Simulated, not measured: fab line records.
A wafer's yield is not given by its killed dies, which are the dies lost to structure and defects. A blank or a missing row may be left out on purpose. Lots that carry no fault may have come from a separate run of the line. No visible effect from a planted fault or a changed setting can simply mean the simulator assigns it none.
Chamber matching | flow n5-finfet | rie-diel-05 running N5_BEOL_M6_DESCUM_33: 4 sister chambers
The step chemistry O2, time 7 s. 24 wafers are shown with their chamber, then 12 later ones without.

WAFERS, EACH WITH ITS CHAMBER
wafer  | chamber | showerhead-plenum-p-Torr (Torr) | throttle-valve-pct (%) | oes-product-au (a.u.)
L075.1 | 1       | 2.22                            | 20.59                  | 0.86
L075.4 | 0       | 2.20                            | 20.15                  | 0.77
L075.5 | 1       | 2.22                            | 20.63                  | 0.86
L077.2 | 0       | 2.20                            | 20.15                  | 0.75
L077.3 | 3       | 2.24                            | 20.46                  | 0.82
L077.6 | 1       | 2.21                            | 20.60                  | 0.86
L078.1 | 3       | 2.24                            | 20.47                  | 0.82
L078.4 | 0       | 2.20                            | 20.13                  | 0.76
L078.6 | 0       | 2.20                            | 20.16                  | 0.76
L080.2 | 3       | 2.23                            | 20.50                  | 0.78
L080.4 | 1       | 2.21                            | 20.63                  | 0.84
L080.5 | 3       | 2.23                            | 20.49                  | 0.80
L083.1 | 1       | 2.21                            | 20.64                  | 0.85
L083.2 | 2       | 2.08                            | 20.13                  | 0.80
L083.5 | 1       | 2.21                            | 20.64                  | 0.85
L085.2 | 2       | 2.08                            | 20.14                  | 0.80
L085.3 | 0       | 2.19                            | 20.16                  | 0.75
L085.6 | 2       | 2.08                            | 20.14                  | 0.79
L091.3 | 1       | 2.20                            | 20.66                  | 0.82
L091.4 | 1       | 2.20                            | 20.67                  | 0.82
L091.6 | 3       | 2.23                            | 20.52                  | 0.79
L090.2 | 3       | 2.23                            | 20.52                  | 0.78
L090.3 | 0       | 2.19                            | 20.20                  | 0.73
L090.6 | 3       | 2.22                            | 20.52                  | 0.77

SIGNATURES, as means of the wafers listed above
reading                  | chamber 0 | chamber 1 | chamber 2 | chamber 3 | scatter within a chamber
showerhead-plenum-p-Torr | 2.1967    | 2.2100    | 2.0800    | 2.2314    | 0.0064
throttle-valve-pct       | 20.1583   | 20.6325   | 20.1367   | 20.4971   | 0.0241
oes-product-au           | 0.7533    | 0.8450    | 0.7967    | 0.7943    | 0.0164
Rule: for a wafer and a chamber, the distance is found by dividing, reading by reading, the gap between the wafer's reading and the chamber's mean by the reading's scatter, squaring, summing and taking the root. If the next closest chamber is less than 2 further off than the closest, the wafer can't be placed; otherwise it belongs to the closest. How the scatter is found: for the shown wafers, subtract from each reading the mean of its chamber, square and add these, divide the total by (wafers less chambers), then take the root.

WAFERS WHOSE CHAMBER IS MISSING
wafer  | showerhead-plenum-p-Torr (Torr) | throttle-valve-pct (%) | oes-product-au (a.u.)
L093.1 | 2.07                            | 20.20                  | 0.77
L093.3 | 2.22                            | 20.52                  | 0.78
L093.6 | 2.07                            | 20.18                  | 0.78
L094.1 | 2.20                            | 20.69                  | 0.80
L094.3 | 2.19                            | 20.21                  | 0.72
L094.4 | 2.22                            | 20.51                  | 0.77
L095.1 | 2.20                            | 20.69                  | 0.81
L095.3 | 2.22                            | 20.55                  | 0.77
L095.6 | 2.07                            | 20.19                  | 0.77
L097.2 | 2.18                            | 20.21                  | 0.72
L097.3 | 2.07                            | 20.20                  | 0.77
L097.6 | 2.07                            | 20.21                  | 0.77

WHICH CHAMBER EACH WENT THROUGH
wafer  | from the rows above | in truth
L093.1 | 2                   | 2
L093.3 | 3                   | 3
L093.6 | 2                   | 2
L094.1 | 1                   | 1
L094.3 | 0                   | 0
L094.4 | 3                   | 3
L095.1 | 1                   | 1
L095.3 | 3                   | 3
L095.6 | 2                   | 2
L097.2 | 0                   | 0
L097.3 | 2                   | 2
L097.6 | 2                   | 2
Correct placement for 12 of the 12. Left unplaced by these rows: 0. Wrongly placed: 0.
